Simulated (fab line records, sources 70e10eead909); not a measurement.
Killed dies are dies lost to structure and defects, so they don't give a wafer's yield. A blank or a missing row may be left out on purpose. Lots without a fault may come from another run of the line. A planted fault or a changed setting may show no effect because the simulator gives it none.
Chamber matching | flow nand_harc | NHARC_A_CHANNEL_FILL_D1_ALD_16 on ald_hk-02: 4 sister chambers
The step deposits SiO2, target thk 1.5 nm, pulse time 10 s, ald cycles 15. 4 wafers are shown with their chamber, then 10 later ones without.

WAFERS WITH THEIR CHAMBER
wafer  | chamber | heater_power_w (W)
L827.4 | 3       | 490
L829.3 | 0       | 397
L831.1 | 1       | 496
L831.3 | 2       | 535

WAFERS WITHOUT THEIR CHAMBER
wafer  | heater_power_w (W)
L831.5 | 478
L834.1 | 492
L834.2 | 489
L834.4 | 539
L841.1 | 459
L841.3 | 475
L841.4 | 499
L840.1 | 399
L840.3 | 450
L840.6 | 477

WHICH CHAMBER EACH WENT THROUGH
wafer  | from the rows above          | in truth
L831.5 | can't be placed: 3 or 1      | 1
L834.1 | can't be placed: 3 or 1      | 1
L834.2 | can't be placed: 3 or 1      | 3
L834.4 | 2                            | 2
L841.1 | can't be placed: 3 or 1 or 0 | 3
L841.3 | can't be placed: 3 or 1      | 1
L841.4 | can't be placed: 1 or 3 or 2 | 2
L840.1 | 0                            | 0
L840.3 | can't be placed: 3 or 1 or 0 | 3
L840.6 | can't be placed: 3 or 1      | 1
Placed correctly: 2 of 10. Can't be placed from these rows: 8 (the true chamber is among the candidates in 8). Placed wrongly: 0.
How it was worked out, from the rows above alone: a wafer's distance from a chamber is the root of the sum, over the readings, of the square of ((its reading less the chamber's mean) divided by the reading's scatter). The wafer belongs to the nearest chamber; if the next one is less than 2 further off, it can't be placed. A chamber's mean is the mean of its shown wafers. The scatter: with one shown wafer a chamber, the root of the mean of the squares of how far each hidden wafer lies from its nearest shown one.
